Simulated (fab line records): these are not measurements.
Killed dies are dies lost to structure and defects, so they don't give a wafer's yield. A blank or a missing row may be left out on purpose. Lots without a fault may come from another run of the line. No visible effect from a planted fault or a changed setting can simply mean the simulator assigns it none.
fab line records	flow n5Finfet
[record] lots = 9	wafers = 27	lastDay = 17
route steps=1938 shown BEOL_M4@1111 BEOL_M9@1414 PASSIVATION@1936
lots that met no fault: from a run of the same line without faults
startH: start of the lot's first displayed wafer, in hours after the record's first day	waitH: time in hours since the lot's previous step	" unchanged from the row above	L1.1+2: several wafers, shown together as one row	- either no value or no given start	* or withheld: withheld	< > ~ a bound
route shown NAME@n: a module of which the file shows steps, and the number in the route of the first	usual: average and standard deviation across the fault-free wafers	same: alike in all rows	chamber/n: place in a boat	sites: readings site by site	_std_site: how widely they spread, as a standard deviation	_edge_site: mean of outer sites minus mean of inner sites	radiusMm: how far each site lies from the wafer's centre	mask NAME#n: copy n	behind: tool/chamber where the wafer was last shaped	hold: reason for holding the lot/hours on hold/outcome of the hold	device: which transistor (n, p or np) failed to switch	end of line: the same wafers' tests at the end of the route	a step without rows: its recipe alone	killed: the dies lost at the first sort to structure and to defects; this is not the yield of the wafer	map: a wafer's dies, marking killed ones x, the rest . and places with no die _
set.NAME: setting as actually run; set.NAME@STEP: the setting as run at that earlier step	model.NAME: the simulator's own value behind a step, which no gauge read
the route's steps for a sample of lots (tables are steps, rows are wafers)
services: when a tool's chamber went out of use (startH, in hours from the record's first day, below 0 if earlier), for how many hours, and the reason
[[steps]]
[step N5_BEOL_M4_RC_MEAS_101]
[usual] DIBL_N = 36.3/1.2	DIBL_P = 36.7/1.5	IOFF_N = 0.164/0.02	IOFF_P = 0.214/0.024	ION_N = 673/8.5	ION_P = 461/5.9	SS_N = 71.6/0.44	SS_P = 73.3/0.55	VT_N = 249.4/2.4	VT_P = -250.0/2.3
lot.wafer	tool	chamber	startH	waitH	DIBL_N[mV/V]	DIBL_P[mV/V]	IOFF_N[nA/um]	IOFF_P[nA/um]	ION_N[uA/um]	ION_P[uA/um]	SS_N[mV/dec]	SS_P[mV/dec]	VT_N[mV]	VT_P[mV]
L574.1	prober-01	0	194.75	0.0	35.1	36.3	0.140	0.184	657	452	71.0	72.7	250.2	-253.4
L574.4	"	0	"	"	34.0	34.5	0.123	0.166	662	454	71.6	72.7	251.7	-255.6
L574.5	"	0	"	"	35.6	37.5	0.162	0.199	678	459	71.6	73.4	249.5	-253.3
L578.1	prober-01	0	203.66	0.0	36.4	36.7	0.144	0.225	652	459	70.8	73.0	252.7	-248.0
L578.2	"	0	"	"	33.3	33.2	0.112	0.173	676	465	70.8	71.9	254.2	-249.8
L578.6	"	0	"	"	35.5	35.5	0.134	0.205	669	464	71.2	72.8	252.9	-250.0
L582.1	prober-01	0	230.53	0.0	35.0	35.5	0.152	0.205	681	469	71.4	73.2	250.3	-251.2
L582.3	"	0	"	"	35.4	36.4	0.167	0.214	678	463	71.4	73.4	247.4	-250.8
L582.5	"	0	"	"	36.1	37.2	0.175	0.225	676	459	71.8	73.9	247.5	-248.6
L583.2	prober-02	0	233.36	0.2	38.5	39.1	0.217	0.266	692	470	72.3	74.8	247.0	-248.6
L583.4	"	0	"	"	36.8	37.5	0.172	0.242	673	459	72.2	74.5	250.8	-247.8
L583.5	"	0	"	"	35.9	35.4	0.151	0.201	667	456	71.6	73.4	251.7	-251.3
L588.1	prober-02	0	269.18	0.0	36.0	36.7	0.159	0.232	679	466	72.1	73.3	249.3	-248.2
L588.2	"	0	"	"	34.2	33.7	0.129	0.190	669	463	71.5	72.7	251.4	-248.6
L588.3	"	0	"	"	35.2	34.7	0.141	0.192	663	457	71.1	72.7	250.4	-251.4
L589.1	prober-02	0	282.84	0.0	35.7	36.6	0.176	0.214	678	460	71.9	73.4	248.0	-253.1
L589.2	"	0	"	"	35.6	36.9	0.173	0.209	675	461	72.3	73.1	249.2	-250.9
L589.5	"	0	"	"	35.6	36.2	0.174	0.202	682	459	72.5	73.6	247.9	-251.1
L593.2	prober-01	0	300.19	0.2	36.0	36.4	0.163	0.219	675	461	71.3	73.2	246.9	-248.3
L593.4	"	0	"	"	37.5	38.9	0.194	0.256	671	460	71.9	73.7	245.0	-248.7
L593.6	"	0	"	"	36.9	38.2	0.180	0.244	674	465	71.4	73.9	247.3	-248.9
L594.1	prober-02	0	302.79	0.0	38.4	38.8	0.186	0.236	677	466	71.4	73.5	249.3	-249.4
L594.2	"	0	"	"	39.1	39.1	0.205	0.240	685	467	72.2	73.5	246.7	-248.1
L594.6	"	0	"	"	37.7	37.5	0.175	0.207	684	463	71.6	72.5	248.6	-252.9
L595.1	prober-02	0	307.18	0.0	36.3	38.1	0.159	0.214	680	465	71.2	73.8	251.0	-251.5
L595.2	"	0	"	"	36.1	38.3	0.160	0.214	672	465	71.2	73.3	251.5	-250.7
L595.4	"	0	"	"	38.6	40.1	0.200	0.258	682	469	72.3	74.7	247.2	-249.7
[step N5_BEOL_M9_CD_MEAS_11]
[recipe] targetCdNm = 64.1	landingEnergyEv = 500	detector = seInlens	polarity = opening
[usual] cdNm = 64.1/0.45
lot.wafer	tool	chamber	startH	waitH	cdNm
L574.1	cdSem-02	0	236.68	-	65.4
L574.4	"	0	"	"	64.7
L574.5	"	0	"	"	64.5
L578.1	cdSem-01	0	240.74	-	64.6
L578.2	"	0	"	"	64.4
L578.6	"	0	"	"	64.8
L582.1	cdSem-01	0	274.12	-	64.3
L582.3	"	0	"	"	63.1
L582.5	"	0	"	"	63.3
L583.2	cdSem-03	0	277.50	-	64.1
L583.4	"	0	"	"	63.8
L583.5	"	0	"	"	63.7
L588.1	cdSem-03	0	312.39	-	64.3
L588.2	"	0	"	"	63.6
L588.3	"	0	"	"	64.7
L589.1	cdSem-03	0	322.41	-	64.4
L589.2	"	0	"	"	64.1
L589.5	"	0	"	"	63.9
L593.2	cdSem-02	0	338.65	-	64.0
L593.4	"	0	"	"	63.8
L593.6	"	0	"	"	63.7
L594.1	cdSem-03	0	345.12	-	64.1
L594.2	"	0	"	"	64.1
L594.6	"	0	"	"	63.7
L595.1	cdSem-02	0	348.92	-	64.0
L595.2	"	0	"	"	64.0
L595.4	"	0	"	"	64.0
[step N5_BEOL_M9_ETCH_61]
[recipe] chemistry = CF4	target = SiARC	targetDepthA = 390	maskMaterial = CAR-ArF	timeS = 65	ionEnergyEv = 80	pressureMtorr = 40	sourceW = 545	biasW = 36	Ar_flow_sccm = 100	cf4FlowSccm = 100	ends = cleared
[usual] drypumpMotorCurrentA = 5.8/0.49	etchRfOnTimeS = 64.9/1.1	oesProductAu = 0.68/0.066	rfVppV = 184.0/1.2	showerheadPlenumPTorr = 2.14/0.076	throttleValvePct = 15.60/0.23
lot.wafer	tool	chamber	startH	waitH	drypumpMotorCurrentA	etchRfOnTimeS	oesProductAu	rfHoursCounterH	rfVppV	showerheadPlenumPTorr	throttleValvePct
L574.1	rieDiel-05	2	236.80	0.0	5.4	64.6	0.62	199	185.0	2.12	15.98
L574.4	"	1	"	"	5.8	65.1	0.63	198	183.8	2.21	15.81
L574.5	"	3	"	"	5.7	64.2	0.80	-	187.6	2.28	15.47
L578.1	rieDiel-05	0	240.87	0.0	5.6	63.8	0.78	21	182.6	2.10	15.19
L578.2	"	1	"	"	5.9	65.1	0.63	200	186.0	2.21	15.82
L578.6	"	1	"	"	5.9	64.8	0.62	-	184.3	2.21	15.82
L582.1	rieDiel-06	2	274.25	0.0	6.6	65.8	0.64	178	183.6	2.14	15.77
L582.3	"	0	"	"	5.7	63.8	0.71	69	185.1	2.17	15.32
L582.5	"	2	"	"	6.5	65.3	0.64	-	183.2	2.14	15.79
L583.2	rieDiel-05	0	277.62	0.0	5.7	64.0	0.78	29	183.0	2.10	15.20
L583.4	"	1	"	"	5.8	64.8	0.62	208	186.0	2.21	15.82
L583.5	"	0	"	"	5.6	63.9	0.78	-	182.6	2.10	15.18
L588.1	rieDiel-02	1	312.81	0.0	5.6	65.9	0.61	203	184.0	2.20	15.76
L588.2	"	0	"	"	5.1	63.0	0.74	59	183.5	2.26	15.84
L588.3	"	2	"	"	5.1	65.6	0.66	116	182.5	2.07	15.54
L589.1	rieDiel-06	0	322.60	0.0	5.7	63.9	0.70	80	184.6	2.16	15.33
L589.2	"	3	"	"	6.5	65.0	0.68	116	182.4	2.07	15.65
L589.5	"	1	"	"	5.5	66.1	0.60	-	182.2	2.04	15.69
L593.2	rieDiel-06	1	338.79	0.0	5.5	67.3	0.59	226	182.5	2.04	15.70
L593.4	"	3	"	"	6.5	65.7	0.67	-	183.0	2.07	15.67
L593.6	"	3	"	"	6.5	65.6	0.67	-	183.5	2.07	15.65
L594.1	rieDiel-05	3	345.27	0.0	5.7	64.4	0.75	40	184.8	2.27	15.52
L594.2	"	0	"	"	5.6	64.5	0.74	51	183.8	2.09	15.24
L594.6	"	3	"	"	5.7	64.0	0.75	-	185.9	2.27	15.52
L595.1	rieDiel-06	3	349.20	0.0	6.6	64.6	0.67	127	182.8	2.06	15.67
L595.2	"	2	"	"	6.5	65.0	0.64	195	183.8	2.13	15.83
L595.4	"	2	"	"	6.5	65.4	0.63	-	183.7	2.13	15.83
[step N5_BEOL_M9_EXPOSE_25]
[recipe] maskId = V8	na = 0.33	sourceShape = annular	sigmaInner = 0.4	sigmaOuter = 0.8	polarization = unpolarized	doseMj = 37.25
[usual] exposureDoseMJCm2 = 37.3/0.35
[same] na = 0.33
lot.wafer	tool	chamber	startH	waitH	mask	exposureDoseMJCm2
L574.1	euvScanner-02	0	237.70	-	V8#0	37.1
L574.4	"	0	"	"	V8#0	37.2
L574.5	"	0	"	"	V8#0	37.2
L578.1	euvScanner-02	0	241.52	-	V8#0	37.1
L578.2	"	0	"	"	V8#0	37.1
L578.6	"	0	"	"	V8#0	37.1
L582.1	euvScanner-02	0	275.05	-	V8#0	37.1
L582.3	"	0	"	"	V8#0	37.1
L582.5	"	0	"	"	V8#0	37.1
L583.2	euvScanner-01	0	279.47	-	V8#0	37.2
L583.4	"	0	"	"	V8#0	37.2
L583.5	"	0	"	"	V8#0	37.2
L588.1	euvScanner-02	0	314.76	-	V8#0	34.3
L588.2	"	0	"	"	V8#0	34.3
L588.3	"	0	"	"	V8#0	34.3
L589.1	euvScanner-02	0	324.82	-	V8#0	34.6
L589.2	"	0	"	"	V8#0	34.6
L589.5	"	0	"	"	V8#0	34.6
L593.2	euvScanner-01	0	342.56	-	V8#0	37.2
L593.4	"	0	"	"	V8#0	37.1
L593.6	"	0	"	"	V8#0	37.1
L594.1	euvScanner-01	0	347.94	-	V8#0	37.1
L594.2	"	0	"	"	V8#0	37.1
L594.6	"	0	"	"	V8#0	37.2
L595.1	euvScanner-01	0	351.08	-	V8#0	37.2
L595.2	"	0	"	"	V8#0	37.1
L595.4	"	0	"	"	V8#0	37.1
[step N5_BEOL_M9_CD_MEAS_28]
[recipe] targetCdNm = 70	landingEnergyEv = 500	detector = seInlens	polarity = opening
[usual] cdNm = 70.02/0.25
lot.wafer	tool	chamber	startH	waitH	cdNm
L574.1	cdSem-03	0	237.83	-	69.18
L574.4	"	0	"	"	69.87
L574.5	"	0	"	"	69.64
L578.1	cdSem-02	0	241.65	-	69.86
L578.2	"	0	"	"	69.88
L578.6	"	0	"	"	70.00
L582.1	cdSem-01	0	275.17	-	70.14
L582.3	"	0	"	"	69.90
L582.5	"	0	"	"	69.98
L583.2	cdSem-03	0	279.59	-	69.62
L583.4	"	0	"	"	69.92
L583.5	"	0	"	"	70.43
L588.1	cdSem-03	0	314.89	-	76.45
L588.2	"	0	"	"	76.14
L588.3	"	0	"	"	72.50
L589.1	cdSem-03	0	324.95	-	69.34
L589.2	"	0	"	"	70.53
L589.5	"	0	"	"	69.91
L593.2	cdSem-02	0	342.69	-	69.66
L593.4	"	0	"	"	70.17
L593.6	"	0	"	"	70.34
L594.1	cdSem-02	0	348.07	-	70.33
L594.2	"	0	"	"	69.82
L594.6	"	0	"	"	70.20
L595.1	cdSem-01	0	351.21	-	69.77
L595.2	"	0	"	"	69.90
L595.4	"	0	"	"	70.04
[step N5_BEOL_M9_OVL_MEAS_29]
[recipe] pointsPerWafer = 522
[usual] V8_OVL = 0.0/0.7
lot.wafer	tool	chamber	startH	waitH	V8_OVL[nm]
L574.1	overlay-01	0	237.86	0.0	0.5
L574.4	"	0	"	"	1.5
L574.5	"	0	"	"	0.3
L578.1	overlay-01	0	241.68	0.0	0.4
L578.2	"	0	"	"	-0.8
L578.6	"	0	"	"	-0.2
L582.1	overlay-01	0	275.20	0.0	-0.3
L582.3	"	0	"	"	-0.8
L582.5	"	0	"	"	-0.7
L583.2	overlay-01	0	279.63	0.0	-0.5
L583.4	"	0	"	"	0.3
L583.5	"	0	"	"	0.2
L588.1	overlay-02	0	314.92	0.0	-1.0
L588.2	"	0	"	"	0.4
L588.3	"	0	"	"	0.6
L589.1	overlay-02	0	324.98	0.0	-0.1
L589.2	"	0	"	"	-1.4
L589.5	"	0	"	"	-0.1
L593.2	overlay-01	0	342.72	0.0	-0.4
L593.4	"	0	"	"	0.1
L593.6	"	0	"	"	0.4
L594.1	overlay-01	0	348.10	0.0	0.5
L594.2	"	0	"	"	0.1
L594.6	"	0	"	"	-0.6
L595.1	overlay-02	0	351.24	0.0	-0.4
L595.2	"	0	"	"	0.6
L595.4	"	0	"	"	-0.4
[step N5_PASSIVATION_PROBE_49]
[usual] defectLimitedYield = 91.2/1.5	killed_at_M0_to_M3 = 35/11	killed_at_M4_up = 13/5.6	killedAtContacts = 13/6.3	killedAtFrontEnd = 38/12	killedAtOther = 3.7/2.9	killedDies = 104/18	killedOpen = 69/13	killedShort = 34/8.3	sort_bin_5_function = 5.2/0.95	sort_bin_6_memory = 3.3/0.68	sortNPass = 1076/18	sortYieldPct = 91.2/1.5
[same] grossDies = 1180	killedAtBackSide = 0	sort_bin_4_leakage[%] = 0	sort_bin_8_speed[%] = 0
lot.wafer	tool	chamber	startH	waitH	defectLimitedYield[%]	killed_at_M0_to_M3	killed_at_M4_up	killedAtContacts	killedAtFrontEnd	killedAtOther	killedDies	killedOpen	killedShort	sort_bin_5_function[%]	sort_bin_6_memory[%]	sortNPass	sortYieldPct[%]
L588.1	prober-01	-	378.64	0.0	81.0	35	15	13	159	2	224	80	28	10.8	5.8	956	81.0
L588.2	prober-01	-	378.69	0.1	85.3	21	10	19	120	3	173	58	27	9.2	3.1	1007	85.3
L588.3	prober-01	-	378.74	0.1	81.4	37	4	26	151	1	219	68	21	10.9	4.7	961	81.4
L589.1	prober-02	-	383.69	0.0	83.6	28	12	16	138	0	194	49	25	11.1	3.5	986	83.6
L589.2	prober-02	-	383.74	0.1	81.4	32	8	20	158	1	219	60	35	10.8	4.3	961	81.4
L589.5	prober-02	-	383.89	0.2	85.8	23	15	18	110	2	168	58	26	8.6	3.1	1012	85.8
// killed by level:class
L588.1 FIN_SAQP:unspecified=112 FIN_SAQP:geometricParticle:open=20 BEOL_M3:geometricParticle:open=12 MOL_CONTACT_COAG:geometricParticle:open=10 BEOL_M4:geometricParticle:open=9 BEOL_M0_SAQP:geometricParticle:open=8 BEOL_M2:geometricParticle:open=6 FIN_SAQP:geometricParticle:short=5
L588.2 FIN_SAQP:unspecified=85 MOL_CONTACT_COAG:geometricParticle:open=16 FIN_SAQP:geometricParticle:open=9 BEOL_M2:geometricParticle:open=8 GATE_CUT:geometricParticle:short=6 BEOL_M4:geometricParticle:open=6 GATE_CUT:geometricParticle:open=4 MOL_CONTACT_COAG:geometricParticle:short=3
L588.3 FIN_SAQP:unspecified=130 MOL_CONTACT_COAG:geometricParticle:open=21 BEOL_M2:geometricParticle:open=9 BEOL_M1:geometricParticle:open=7 BEOL_M0_SAQP:geometricParticle:open=6 BEOL_M3:geometricParticle:open=6 MOL_CONTACT_COAG:geometricParticle:short=5 BEOL_M0_SAQP:geometricParticle:short=5
L589.1 FIN_SAQP:unspecified=120 MOL_CONTACT_COAG:geometricParticle:open=12 BEOL_M0_SAQP:geometricParticle:short=7 BEOL_M2:geometricParticle:open=7 FIN_SAQP:geometricParticle:open=5 MOL_CONTACT_COAG:geometricParticle:short=4 BEOL_M5:geometricParticle:open=4 FIN_SAQP:geometricParticle:short=3
L589.2 FIN_SAQP:unspecified=123 MOL_CONTACT_COAG:geometricParticle:open=18 BEOL_M3:geometricParticle:open=9 FIN_SAQP:geometricParticle:short=6 GATE_CUT:geometricParticle:short=6 BEOL_M1:geometricParticle:open=6 BEOL_M0_SAQP:geometricParticle:short=5 BEOL_M0_SAQP:geometricParticle:open=5
L589.5 FIN_SAQP:unspecified=84 MOL_CONTACT_COAG:geometricParticle:open=13 BEOL_M3:geometricParticle:open=8 STI_FIN_REVEAL:geometricParticle:open=5 BEOL_M2:geometricParticle:open=5 MOL_CONTACT_COAG:geometricParticle:short=5 BEOL_M5:geometricParticle:open=5 FIN_SAQP:geometricParticle:short=4
[[services]]
tool	chamber	startH	hours	kind
euvScanner-02	-	212.82	1.0	pm
euvScanner-02	-	222.28	11.9	repair
euvScanner-01	-	242.39	0.2	repair
euvScanner-01	-	246.73	1.0	pm
euvScanner-02	-	250.81	4.6	pm
euvScanner-02	-	263.35	0.5	repair
euvScanner-01	0	263.93	-	calibration
euvScanner-02	-	270.79	1.0	pm
euvScanner-01	-	273.25	0.2	repair
euvScanner-01	-	296.31	4.8	repair
euvScanner-02	-	297.58	2.1	repair
rieDiel-06	2	297.63	7.9	repair
rieDiel-05	3	298.23	8.0	repair
euvScanner-01	-	302.88	1.0	pm
rieDiel-06	-	302.99	14.6	pm
euvScanner-02	-	316.10	-	calibration
rieDiel-02	0	316.48	3.8	repair
euvScanner-02	-	317.02	2.1	repair
euvScanner-02	-	325.12	1.0	pm
rieDiel-06	0	329.38	30.4	repair
rieDiel-02	0	333.06	3.4	repair
rieDiel-06	2	337.79	6.0	repair
[[key]]
[firstSign] step = N5_BEOL_M9_EXPOSE_25	reading = exposureDoseMJCm2	direction = down	sigmas = 8.1	usual = 37.3	struck = 34.5
[effect] step = N5_BEOL_M9_CD_MEAS_28	reading = cdNm	direction = up	sigmas = 9.9	usual = 70.02	struck = 72.48	wafersMoved = 4	through = controlLoop
metAt N5_BEOL_M9_EXPOSE_25
struckLots L588,L589
[loopTrim] step = N5_BEOL_M9_EXPOSE_25	setting = dose	lots = L588,L589
notActingAt N5_BEOL_M9_CD_MEAS_11,N5_BEOL_M9_ETCH_61,N5_BEOL_M9_OVL_MEAS_29
onsetBetween 275.05 314.76
[earlierFault] kind = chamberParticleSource	tool = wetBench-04	chamber = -	onsetH = 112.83	steps = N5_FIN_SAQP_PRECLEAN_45	ratePerVisitCm2 = 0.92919
[fault] kind = processParameterDrift	tool = euvScanner-02	chamber = -	onsetH = 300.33	steps = N5_BEOL_M9_EXPOSE_25	channel = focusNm	offset = 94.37	spreadByWafer = 0.3	shape = step
// loopTrim: a control loop set the setting to another value than it would have without faults
